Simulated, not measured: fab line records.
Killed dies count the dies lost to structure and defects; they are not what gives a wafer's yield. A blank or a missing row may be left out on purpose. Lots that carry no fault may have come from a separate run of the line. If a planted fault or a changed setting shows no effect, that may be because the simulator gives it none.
Which tool was responsible?    flow nand-harc    24 lots, 72 wafers sampled, at 4 steps of a route of 1302

WHAT THE GAUGES SHOWED, per wafer
NHARC_P_M1_OVL_MEAS_10: pitch 260 nm.
lot   measured      on          overlay-x-nm (nm)  overlay-y-nm (nm)
L074  day 6 09:48   overlay-01  -1.8 -2.0 -2.2     -1.4 -1.8 -1.5
L076  day 6 21:34   overlay-01  0.1 0.0 0.3        -1.1 -1.3 -1.0
L075  day 6 22:20   overlay-01  -1.1 -1.4 -1.3     -0.9 -0.8 -0.8
L077  day 7 11:55   overlay-01  1.1 1.0 0.6        0.5 -0.2 -0.2
L078  day 8 01:55   overlay-01  0.7 1.0 1.2        1.1 0.8 0.5
L079  day 8 06:48   overlay-02  -1.0 -1.2 -0.6     0.9 0.8 0.6
L081  day 8 22:51   overlay-01  1.2 1.0 1.7        0.0 0.4 0.2
L080  day 8 23:44   overlay-02  1.8 2.1 2.2        -0.5 -0.6 -0.3
L082  day 9 20:31   overlay-02  -0.4 -0.2 -0.7     0.5 0.7 0.6
L083  day 9 22:04   overlay-01  0.4 0.8 0.7        0.4 0.4 0.4
L084  day 10 13:25  overlay-01  0.6 0.6 0.7        0.2 0.1 0.3
L085  day 10 17:22  overlay-01  1.3 1.1 0.9        2.4 2.1 1.6
L086  day 11 04:01  overlay-02  -0.3 -0.5 -0.5     -0.6 -0.6 -0.7
L088  day 12 10:52  overlay-02  -0.3 -0.5 -0.6     -0.3 -0.1 -0.4
L087  day 12 11:50  overlay-01  0.5 0.5 0.3        -0.2 -0.4 -0.2
L089  day 12 20:05  overlay-01  -0.6 -1.0 -0.6     0.0 0.3 0.1
L090  day 13 01:24  overlay-02  -1.4 -0.9 -0.9     0.9 1.1 1.3
L091  day 13 13:55  overlay-01  -0.5 0.0 -1.1      0.1 0.1 0.2
L092  day 13 18:58  overlay-02  -1.0 -1.0 -1.0     0.8 1.1 1.1
L093  day 14 04:44  overlay-01  -0.3 -0.2 -0.2     2.0 1.4 1.9
L094  day 14 17:00  overlay-01  -0.1 0.6 0.1       -0.5 -0.9 -0.1
L095  day 15 03:28  overlay-02  -0.4 -0.8 -0.4     1.4 1.1 1.8
L096  day 15 12:38  overlay-02  0.5 0.6 0.7        0.1 -0.7 0.0
L097  day 15 19:17  overlay-02  0.4 -0.5 0.4       -0.1 0.5 -0.7

NHARC_P_M2_INSPECT_27.
lot   measured      on                 raw-defect-count
L074  day 6 16:31   defect-inspect-01  361 426 277
L076  day 7 04:16   defect-inspect-01  366 305 321
L075  day 7 05:01   defect-inspect-01  234 276 204
L077  day 7 18:46   defect-inspect-01  177 205 338
L078  day 8 08:50   defect-inspect-01  303 312 291
L079  day 8 13:49   defect-inspect-01  296 218 283
L081  day 9 05:42   defect-inspect-02  292 518 399
L080  day 9 06:34   defect-inspect-01  256 211 282
L082  day 10 03:13  defect-inspect-01  366 223 184
L083  day 10 04:54  defect-inspect-01  373 416 255
L084  day 10 20:13  defect-inspect-01  206 300 245
L085  day 11 00:07  defect-inspect-01  124 303 225
L086  day 11 11:25  defect-inspect-01  184 177 139
L088  day 12 18:04  defect-inspect-02  371 256 183
L087  day 12 18:47  defect-inspect-01  346 381 460
L089  day 13 03:01  defect-inspect-02  293 262 169
L090  day 13 08:14  defect-inspect-02  460 326 286
L091  day 13 20:44  defect-inspect-02  322 273 451
L092  day 14 01:41  defect-inspect-01  458 221 365
L093  day 14 11:43  defect-inspect-02  664 491 468
L094  day 14 23:50  defect-inspect-02  315 254 287
L095  day 15 10:23  defect-inspect-02  277 429 419
L096  day 15 19:23  defect-inspect-02  310 188 281
L097  day 16 02:08  defect-inspect-01  619 287 298

WHAT TOOL EACH LOT RAN ON (gives the tool, then ch and the chambers of the sampled wafers, and finally the start)
lot   NHARC_P_M1_DEGAS_29           NHARC_P_M2_PRE_CLEAN_30
L074  pvd-sputter-02, day 6 10:55   pvd-sputter-03, day 6 16:31 or earlier
L076  pvd-sputter-01, day 6 22:41   pvd-sputter-01, day 7 04:16 or earlier
L075  pvd-sputter-03, day 6 23:26   pvd-sputter-03, day 7 05:01 or earlier
L077  pvd-sputter-02, day 7 13:01   pvd-sputter-02, day 7 18:46 or earlier
L078  pvd-sputter-01, day 8 03:07   pvd-sputter-01, day 8 08:50 or earlier
L079  pvd-sputter-01, day 8 08:01   pvd-sputter-02, day 8 13:49 or earlier
L081  pvd-sputter-03, day 8 23:58   pvd-sputter-01, day 9 05:42 or earlier
L080  pvd-sputter-01, day 9 00:50   pvd-sputter-03, day 9 06:34 or earlier
L082  pvd-sputter-02, day 9 21:38   pvd-sputter-03, day 10 03:13 or earlier
L083  pvd-sputter-03, day 9 23:11   pvd-sputter-02, day 10 04:54 or earlier
L084  pvd-sputter-02, day 10 14:32  pvd-sputter-02, day 10 20:13 or earlier
L085  pvd-sputter-03, day 10 18:29  pvd-sputter-01, day 11 00:07 or earlier
L086  pvd-sputter-02, day 11 05:10  pvd-sputter-03, day 11 11:25 or earlier
L088  pvd-sputter-02, day 12 12:05  pvd-sputter-02, day 12 18:04 or earlier
L087  pvd-sputter-03, day 12 13:04  pvd-sputter-03, day 12 18:47 or earlier
L089  pvd-sputter-01, day 12 21:16  pvd-sputter-01, day 13 03:01 or earlier
L090  pvd-sputter-03, day 13 02:36  pvd-sputter-03, day 13 08:14 or earlier
L091  pvd-sputter-01, day 13 15:02  pvd-sputter-03, day 13 20:44 or earlier
L092  pvd-sputter-02, day 13 20:05  pvd-sputter-01, day 14 01:41 or earlier
L093  pvd-sputter-02, day 14 05:51  pvd-sputter-01, day 14 11:43 or earlier
L094  pvd-sputter-03, day 14 18:08  pvd-sputter-01, day 14 23:50 or earlier
L095  pvd-sputter-01, day 15 04:35  pvd-sputter-01, day 15 10:23 or earlier
L096  pvd-sputter-01, day 15 13:45  pvd-sputter-01, day 15 19:23 or earlier
L097  pvd-sputter-02, day 15 20:24  pvd-sputter-01, day 16 02:08 or earlier
- NHARC_P_M1_DEGAS_29: time 60 s.
- NHARC_P_M2_PRE_CLEAN_30: time 30 s.

WHAT THE TOOLS THEMSELVES READ (means of the sampled wafers that have a number; where no wafer has one, the mark that the record gives instead)
NHARC_P_M1_DEGAS_29.
lot   tool            heater-power-w (W)
L074  pvd-sputter-02  301
L076  pvd-sputter-01  343
L075  pvd-sputter-03  350
L077  pvd-sputter-02  330
L078  pvd-sputter-01  325
L079  pvd-sputter-01  308
L081  pvd-sputter-03  355
L080  pvd-sputter-01  325
L082  pvd-sputter-02  311
L083  pvd-sputter-03  325
L084  pvd-sputter-02  330
L085  pvd-sputter-03  329
L086  pvd-sputter-02  318
L088  pvd-sputter-02  304
L087  pvd-sputter-03  324
L089  pvd-sputter-01  344
L090  pvd-sputter-03  334
L091  pvd-sputter-01  325
L092  pvd-sputter-02  332
L093  pvd-sputter-02  311
L094  pvd-sputter-03  338
L095  pvd-sputter-01  344
L096  pvd-sputter-01  340
L097  pvd-sputter-02  299

NHARC_P_M2_PRE_CLEAN_30.
lot   tool            heater-power-w (W)
L074  pvd-sputter-03  400
L076  pvd-sputter-01  428
L075  pvd-sputter-03  422
L077  pvd-sputter-02  407
L078  pvd-sputter-01  414
L079  pvd-sputter-02  426
L081  pvd-sputter-01  406
L080  pvd-sputter-03  433
L082  pvd-sputter-03  401
L083  pvd-sputter-02  369
L084  pvd-sputter-02  341
L085  pvd-sputter-01  423
L086  pvd-sputter-03  404
L088  pvd-sputter-02  347
L087  pvd-sputter-03  394
L089  pvd-sputter-01  409
L090  pvd-sputter-03  421
L091  pvd-sputter-03  435
L092  pvd-sputter-01  411
L093  pvd-sputter-01  410
L094  pvd-sputter-01  406
L095  pvd-sputter-01  401
L096  pvd-sputter-01  403
L097  pvd-sputter-01  415

THE ANSWER, worked out from the rows above alone
Rule: the lots themselves supply what counts as usual. The widest of any qualifying gaps counts: lots, ordered by their means at a reading, are off when they make up no more than a third of the lots, leave a main group of 4 or more, and stand apart from it by 3 or more times the standard deviation of that group's means. A main group is skipped when, at the precision printed for the reading in the tables above, its means are all equal. Also off: a lot with no number at a reading for which 4 or more lots have one. The other lots that the step has rows for count as sound. The gauges are gone through in route order, then the tools' own readings, and for those a lot's mean is taken as printed above. At the first step where some lot is off, the reading lying furthest off is the one used; lots without a number count as furthest.
Nothing can be told from this: no lot is off at any reading shown.

WHAT HAD BEEN PUT IN BY THE SIMULATOR
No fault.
